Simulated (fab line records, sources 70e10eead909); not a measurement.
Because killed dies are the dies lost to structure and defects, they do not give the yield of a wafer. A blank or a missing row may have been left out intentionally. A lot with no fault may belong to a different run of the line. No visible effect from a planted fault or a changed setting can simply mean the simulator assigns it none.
fab line records | flow nand-harc
record: lots: 14 wafers: 39 last-day: 25
route steps=1159 shown THIN_TSV@1126 END@1159
lots with no fault: from the same line, run without faults
start-h: hours from the record's opening day to when the first of the lot's shown wafers began | wait-h: how many hours have passed since the lot's step before this one | " repeats the value in the row above | L1.1+2: one row covering several wafers at once | - no value, or no start given | * or withheld: withheld | < > ~ a bound
route shown NAME@n: NAME is a module with steps in the file, n the number in the route of the first one | usual: the fault-free wafers' mean and standard deviation | same: alike in all rows | chamber/n: place in a boat | sites: the reading at each site | _std_site: how widely they spread, as a standard deviation | _edge_site: the outer-site mean with the inner-site mean subtracted | radius-mm: for every site, how far away it sits from the centre of the wafer | mask NAME#n: copy n | behind: tool/chamber where the wafer was last shaped | hold: what put the lot on hold/how long, in hours/how the hold closed | device: the n, p or np transistor that did not switch | end of line: the route-end tests of the same wafers | a step without rows: its recipe alone | killed: not the wafer's yield, but the dies lost to structure and defects at the first sort | map: the dies of a wafer, with x for killed, . for not killed, _ for no die there
set.NAME: setting as actually run; set.NAME@STEP: the setting as run at that earlier step | model.NAME: the simulator's own value behind a step, which no gauge read
one table for each step of the route and one row for each wafer, over a sample of lots
services: a tool's chamber out of use, with start hour (start-h, from the record's first day; less than 0 if before it), hours out, and reason
== steps ==
step: NHARC_THIN_TSV_STRIP_62
recipe: power-w: 1500 temp-c: 250 time-s: 20 chemistry: N2/H2
usual: drypump-motor-current-A: 5.6/0.35 heater-power-w: 315/17
columns lot.wafer tool chamber start-h wait-h drypump-motor-current-A heater-power-w rf-hours-counter-h
L382.2 plasma-asher-01 1 442.99 - 5.5 329 54
L382.1 " 0 " " 5.7 303 54
L382.5 " 1 " " 5.4 334 -
L380.2 plasma-asher-01 0 444.26 - 5.7 298 55
L380.1 " 1 " " 5.4 323 55
L380.6 " 0 " " 5.7 296 -
L381.4 plasma-asher-01 0 447.76 - 5.7 301 -
L381.6 " 1 " " 5.5 326 -
L381.5 " 0 " " 5.7 297 -
L385.1 plasma-asher-01 0 452.70 - 5.7 296 58
L385.3 " 1 " " 5.5 329 -
L385.4 " 0 " " 5.7 297 -
L386.3 plasma-asher-02 0 454.45 - 5.1 306 -
L386.5 " 1 " " 6.2 324 -
L386.6 " 0 " " 5.1 313 -
L383.1 plasma-asher-02 0 464.03 - 5.1 310 35
L383.6 " 1 " " 6.2 326 -
L383.5 " 0 " " 5.1 308 -
L388.2 plasma-asher-01 1 485.67 - 5.5 330 3
L394.4 plasma-asher-01 1 496.78 - 5.5 332 -
L394.6 " 1 " " 5.5 336 -
L394.5 " 0 " " 5.7 298 -
L390.4 plasma-asher-02 1 498.20 - 6.2 325 -
L390.6 " 1 " " 6.2 325 -
L391.2 plasma-asher-01 1 499.13 - 5.5 338 6
L391.1 " 0 " " 5.7 289 6
L391.4 " 1 " " 5.4 338 -
L395.2 plasma-asher-01 0 538.16 - 5.7 290 19
L395.1 " 1 " " 5.4 344 19
L395.5 " 1 " " 5.4 328 -
L400.2 plasma-asher-01 1 545.11 - 5.5 336 25
L400.1 " 0 " " 5.7 295 25
L400.6 " 0 " " 5.7 294 -
L402.2 plasma-asher-01 1 562.50 - 5.5 341 32
L402.1 " 0 " " 5.7 293 32
L402.4 " 1 " " 5.4 334 -
L403.1 plasma-asher-02 0 568.65 - 5.1 295 8
L403.2 " 1 " " 6.2 319 8
L403.4 " 1 " " 6.2 317 -
step: NHARC_THIN_TSV_DESCUM_35
recipe: time-s: 3 o2-flow-sccm: 200 ar-flow-sccm: 0 bias-power-w: 0 chemistry: O2
usual: drypump-motor-current-A: 5.7/0.62 oes-product-au: 0.998/0.0075 rf-vpp-V: 57.5/0.87 showerhead-plenum-p-Torr: 1.87/0.084 throttle-valve-pct: 11.310/0.0092
columns lot.wafer tool chamber start-h wait-h drypump-motor-current-A oes-product-au rf-hours-counter-h rf-vpp-V showerhead-plenum-p-Torr throttle-valve-pct
L382.2 rie-diel-05 3 446.37 - 6.4 1.012 11 57.7 1.91 11.307
L382.1 " 0 " " 4.7 0.999 11 57.9 1.81 11.303
L382.5 " 0 " " 4.7 1.003 - 58.1 1.81 11.313
L380.2 rie-diel-04 1 447.86 - 6.6 1.006 10 58.3 1.87 11.312
L380.1 " 0 " " 5.3 0.995 11 57.2 1.79 11.307
L380.6 " 2 " " 5.7 0.974 - 54.8 1.78 11.314
L381.4 rie-diel-04 3 451.02 - 5.2 0.992 10 58.5 2.05 11.302
L381.6 " 3 " " 5.1 0.995 - 57.5 2.05 11.301
L381.5 " 0 " " 5.3 1.000 - 57.0 1.79 11.301
L385.3 rie-diel-04 3 456.05 - 5.2 1.004 10 57.9 2.05 11.296
L385.1 " 0 " " 5.3 1.001 11 58.0 1.79 11.304
L385.4 " 1 " " 6.6 1.009 10 56.9 1.87 11.299
L386.3 rie-diel-08 1 458.11 - 6.0 0.990 11 58.4 1.78 11.304
L386.5 " 0 " " 6.3 1.003 - 57.3 1.89 11.320
L386.6 " 1 " " 5.9 0.979 - 56.4 1.78 11.305
L383.1 rie-diel-05 0 467.52 - 4.7 0.990 14 56.3 1.81 11.316
L383.5 " 1 " " 6.4 1.001 - 59.5 1.98 11.312
L383.6 " 2 " " 4.7 0.993 - 57.3 1.81 11.326
L388.2 rie-diel-04 2 489.10 - 5.7 0.995 1 55.5 1.78 11.307
L394.4 rie-diel-04 2 500.19 - 5.7 0.991 1 56.6 1.78 11.321
L394.5 " 2 " " 5.7 0.998 - 56.2 1.78 11.316
L394.6 " 3 " " 5.2 0.998 - 58.4 2.05 11.303
L390.4 rie-diel-05 3 501.67 - 6.4 1.006 - 57.6 1.91 11.314
L390.6 " 0 " " 4.7 0.999 - 57.8 1.81 11.301
L391.1 rie-diel-05 0 502.53 - 4.7 0.998 18 57.8 1.81 11.308
L391.2 " 1 " " 6.3 1.013 18 58.7 1.98 11.312
L391.4 " 0 " " 4.7 0.998 - 57.4 1.81 11.308
L395.2 rie-diel-08 3 543.08 - 5.7 0.984 4 57.7 1.91 11.300
L395.1 " 0 " " 6.3 0.997 4 56.4 1.89 11.316
L395.5 " 3 " " 5.6 0.990 - 58.6 1.91 11.296
L400.2 rie-diel-04 3 548.64 - 5.2 1.007 5 59.1 2.05 11.315
L400.1 " 0 " " 5.3 0.996 6 58.4 1.79 11.309
L400.6 " 2 " " 5.7 1.005 - 56.8 1.78 11.304
L402.1 rie-diel-08 3 565.98 - 5.6 0.997 5 56.1 1.91 11.319
L402.4 " 0 " " 6.3 1.003 5 57.0 1.89 11.319
L402.2 " 1 " " 6.0 0.998 5 57.1 1.78 11.308
L403.1 rie-diel-05 1 572.01 - 6.3 0.999 6 58.9 1.98 11.319
L403.4 " 3 " " 6.4 0.999 6 56.2 1.91 11.317
L403.2 " 0 " " 4.7 1.009 6 57.4 1.80 11.325
step: NHARC_THIN_TSV_ETCH_36
recipe: target-depth-a: 650 over-etch-frac: 0.3 time-s: 18.571 ion-energy-ev: 150 chemistry: Cl2/BCl3
usual: drypump-motor-current-A: 5.8/0.56 oes-product-au: 1.000/0.008
columns lot.wafer tool chamber start-h wait-h drypump-motor-current-A oes-product-au rf-hours-counter-h
L382.2 rie-metal-01 1 446.77 0.2 5.7 1.003 2.9
L382.1 " 0 " " 6.5 0.996 2.9
L382.5 " 1 " " 5.7 1.010 -
L380.1 rie-metal-03 1 448.24 0.2 5.8 1.003 4.4
L380.2 " 0 " " 5.1 1.001 4.4
L380.6 " 0 " " 5.1 1.005 -
L381.4 rie-metal-03 1 451.41 0.1 5.7 1.003 -
L381.6 " 1 " " 5.7 1.019 -
L381.5 " 0 " " 5.1 1.011 -
L385.1 rie-metal-01 1 456.44 0.2 5.7 1.013 3.5
L385.4 " 0 " " 6.6 1.006 -
L385.3 " 1 " " 5.7 1.017 -
L386.3 rie-metal-02 0 458.73 0.3 6.4 0.977 -
L386.5 " 0 " " 6.4 0.987 -
L386.6 " 0 " " 6.4 0.991 -
L383.1 rie-metal-01 1 467.87 0.2 5.7 1.007 4.0
L383.6 " 1 " " 5.7 1.012 -
L383.5 " 0 " " 6.5 0.996 -
L388.2 rie-metal-02 1 489.46 0.2 5.1 0.818 2.0
L394.4 rie-metal-01 1 500.58 0.1 5.6 1.006 -
L394.6 " 1 " " 5.7 1.009 -
L394.5 " 0 " " 6.5 1.003 -
L390.4 rie-metal-02 1 502.06 0.1 5.1 0.828 -
L390.6 " 1 " " 5.1 0.822 -
L391.1 rie-metal-03 1 502.92 0.2 5.7 0.997 0.9
L391.2 " 0 " " 5.1 0.999 0.9
L391.4 " 0 " " 5.1 0.983 -
L395.1 rie-metal-03 0 543.46 0.2 5.1 0.997 2.0
L395.2 " 1 " " 5.7 1.012 2.0
L395.5 " 0 " " 5.1 0.995 -
L400.2 rie-metal-03 0 549.00 0.2 5.1 0.991 2.4
L400.1 " 1 " " 5.7 1.010 2.4
L400.6 " 0 " " 5.1 0.990 -
L402.1 rie-metal-03 0 566.58 0.4 5.1 0.994 3.1
L402.2 " 0 " " 5.1 0.998 -
L402.4 " 0 " " 5.1 1.006 -
L403.1 rie-metal-03 0 572.61 0.4 5.1 0.992 4.0
L403.2 " 0 " " 5.1 0.992 -
L403.4 " 0 " " 5.1 0.996 -
step: NHARC_THIN_TSV_CD_MEAS_37
usual: cd-nm: 5000/3.3
columns lot.wafer tool chamber start-h wait-h cd-nm
L382.1 cd-sem-01 - 447.66 - 4999
L382.2 " - " " 5003
L382.5 " - " " 5001
L380.1 cd-sem-01 - 449.13 - 4996
L380.2 " - " " 5003
L380.6 " - " " 4995
L381.4 cd-sem-01 - 452.30 - 4997
L381.5 " - " " 5004
L381.6 " - " " 5001
L385.1 cd-sem-03 - 458.04 - 4995
L385.3 " - " " 4998
L385.4 " - " " 4994
L386.3 cd-sem-01 - 459.66 - 5001
L386.5 " - " " 5006
L386.6 " - " " 4995
L383.1 cd-sem-01 - 470.14 - 5000
L383.5 " - " " 5003
L383.6 " - " " 5003
L388.2 cd-sem-01 - 490.36 - 5001
L394.4 cd-sem-02 - 501.52 - 4996
L394.5 " - " " 5001
L394.6 " - " " 4997
L390.4 cd-sem-02 - 502.94 - 4998
L390.6 " - " " 4999
L391.1 cd-sem-01 - 504.09 - 4997
L391.2 " - " " 5002
L391.4 " - " " 4998
L395.1 cd-sem-03 - 545.34 - 5004
L395.2 " - " " 4996
L395.5 " - " " 5000
L400.1 cd-sem-03 - 549.90 - 4997
L400.2 " - " " 5004
L400.6 " - " " 4996
L402.1 cd-sem-02 - 567.54 - 4997
L402.2 " - " " 4999
L402.4 " - " " 5006
L403.1 cd-sem-01 - 573.54 - 5004
L403.2 " - " " 5000
L403.4 " - " " 5004
step: NHARC_END_SORT_01
recipe: temp-c: 25
usual: killed-at-array: 28/11 killed-at-other: 0.5/0.85 killed-at-periphery: 2.7/1.9 killed-dies: 32/12 killed-open: 3.3/1.6 killed-short: 2.1/1.5
same: gross-dies: 677
columns lot.wafer tool chamber start-h wait-h killed-at-array killed-at-other killed-at-periphery killed-dies killed-open killed-short
L388.2 prober-01 0 499.24 2.8 502 0 0 502 1 0
L390.4 prober-01 0 515.31 3.4 499 1 0 500 2 0
L390.6 prober-01 0 516.91 4.0 16 3 1 20 2 0
L395.1 prober-01 0 556.25 2.5 16 3 2 21 2 3
L395.2 prober-01 0 557.05 2.8 14 0 1 15 3 1
L395.5 prober-01 0 559.44 3.7 18 0 3 21 5 3
L400.1 prober-01 0 564.01 2.5 43 0 2 45 4 3
L400.2 prober-01 0 564.82 2.8 53 0 2 55 5 3
L400.6 prober-01 0 568.06 4.1 40 0 2 42 3 0
killed by level:class
L388.2 A_BONDPAD:unspecified=481 A_CHANNEL_HOLE_D1:chamber-film-flake=10 A_SLIT:chamber-film-flake=7 A_ONON_D1:geometric-particle:open=1 A_STAIRCASE:chamber-film-flake=1 A_CONTACT:chamber-film-flake=1 A_BONDPAD:chamber-film-flake=1
L390.4 A_BONDPAD:unspecified=489 A_CONTACT:chamber-film-flake=3 A_CHANNEL_HOLE_D1:chamber-film-flake=2 A_CHANNEL_FILL_D1:chamber-film-flake=2 A_SGD_CUT:geometric-particle:open=1 A_CONTACT:geometric-particle:open=1 A_STAIRCASE:chamber-film-flake=1 THIN_TSV:chamber-film-flake=1
L390.6 A_CHANNEL_HOLE_D1:chamber-film-flake=4 A_CHANNEL_FILL_D1:chamber-film-flake=3 A_STAIRCASE:chamber-film-flake=3 A_CONTACT:chamber-film-flake=2 HYBRID_BOND:latent=2 A_ONON_D1:geometric-particle:open=1 A_CHANNEL_FILL_D1:geometric-particle:open=1 THIN_TSV:chamber-film-flake=1
L395.1 A_CHANNEL_HOLE_D1:chamber-film-flake=8 A_STAIRCASE:chamber-film-flake=3 A_CONTACT:chamber-film-flake=3 P_CONTACT:geometric-particle:open=1 A_ONON_D1:geometric-particle:short=1 A_WL_FILL:geometric-particle:short=1 STARTING-WAFER:geometric-particle:short=1 P_BONDPAD:chamber-film-flake=1
L395.2 A_CHANNEL_HOLE_D1:chamber-film-flake=4 A_STAIRCASE:chamber-film-flake=4 A_CONTACT:chamber-film-flake=2 P_CONTACT:geometric-particle:open=1 A_SGD_CUT:geometric-particle:short=1 A_CONTACT:geometric-particle:open=1 A_M0:geometric-particle:open=1 A_CHANNEL_FILL_D1:chamber-film-flake=1
L395.5 A_CHANNEL_HOLE_D1:chamber-film-flake=5 A_CONTACT:chamber-film-flake=5 A_CHANNEL_FILL_D1:geometric-particle:open=2 P_M0:geometric-particle:open=1 P_M2:geometric-particle:short=1 A_ONON_D1:geometric-particle:open=1 A_CHANNEL_FILL_D1:chamber-film-flake=1 A_SGD_CUT:geometric-particle:short=1
L400.1 A_SLIT:chamber-film-flake=17 A_CHANNEL_HOLE_D1:chamber-film-flake=13 A_STAIRCASE:chamber-film-flake=4 A_SGD_CUT:chamber-film-flake=2 P_CONTACT:geometric-particle:short=1 A_ONON_D1:geometric-particle:open=1 A_CHANNEL_FILL_D1:geometric-particle:open=1 A_WL_FILL:geometric-particle:short=1
L400.2 A_CHANNEL_HOLE_D1:chamber-film-flake=22 A_SLIT:chamber-film-flake=17 A_CHANNEL_FILL_D1:geometric-particle:open=2 A_CONTACT:geometric-particle:open=2 P_ZERO_WELL:chamber-film-flake=2 A_STAIRCASE:chamber-film-flake=2 A_CONTACT:chamber-film-flake=2 A_CHANNEL_FILL_D1:geometric-particle:short=1
L400.6 A_CHANNEL_HOLE_D1:chamber-film-flake=17 A_SLIT:chamber-film-flake=16 P_BONDPAD:chamber-film-flake=2 A_CONTACT:chamber-film-flake=2 A_SGD_CUT:geometric-particle:open=1 A_WL_FILL:geometric-particle:open=1 A_CONTACT:geometric-particle:open=1 A_ZERO_WELL:chamber-film-flake=1
== services ==
columns tool chamber start-h hours kind
rie-diel-08 1 429.20 4.5 repair
plasma-asher-02 - 438.31 1.7 repair
rie-diel-08 2 448.00 11.9 repair
rie-metal-02 1 449.15 17.2 repair
plasma-asher-01 - 453.20 9.0 pm
plasma-asher-01 0 453.20 9.0 vent-cycle
plasma-asher-01 1 453.20 9.0 vent-cycle
rie-metal-03 - 453.25 9.0 pm
rie-metal-03 0 453.25 9.0 vent-cycle
rie-metal-03 1 453.25 9.0 vent-cycle
rie-diel-08 0 460.50 2.8 repair
plasma-asher-01 0 462.20 - clean
plasma-asher-01 1 462.20 - clean
plasma-asher-01 - 462.38 14.2 repair
rie-metal-01 - 464.64 0.2 repair
rie-diel-04 - 465.90 9.0 pm
rie-diel-08 2 468.44 9.8 repair
rie-diel-08 - 478.81 9.0 pm
rie-metal-02 - 491.32 1.2 repair
rie-metal-01 - 509.00 9.0 pm
rie-diel-05 - 517.61 9.0 pm
plasma-asher-02 - 538.20 9.0 pm
rie-diel-05 1 550.67 3.6 repair
rie-metal-02 - 565.00 9.0 pm
== key ==
first-sign: step: NHARC_THIN_TSV_ETCH_36 reading: oes-product-au direction: down sigmas: 22 usual: 1.000 struck: 0.823
effect: step: NHARC_END_SORT_01 reading: killed-at-array direction: up sigmas: 27 usual: 28 struck: 339 wafers-moved: 2
met-at NHARC_THIN_TSV_ETCH_36
struck-lots L388,L390
struck-wafers L388.2,L390.4,L390.6
tester-left-out L388
not-acting-at NHARC_THIN_TSV_STRIP_62,NHARC_THIN_TSV_DESCUM_35,NHARC_THIN_TSV_CD_MEAS_37
earlier-fault: kind: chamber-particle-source tool: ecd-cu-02 chamber: 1 onset-h: 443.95 steps: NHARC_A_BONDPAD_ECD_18 rate-per-visit-cm2: 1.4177
fault: kind: process-parameter-drift tool: rie-metal-02 chamber: 1 onset-h: 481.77 steps: NHARC_THIN_TSV_ETCH_36 channel: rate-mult offset: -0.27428 shape: step
tester-left-out: of these lots the tester's yield and bins aren't shown, on N5 and GAA mostly nor the transistor test; their killed dies are dies lost to structure and defects alone, not to doping, threshold or leakage, so they don't give the yield
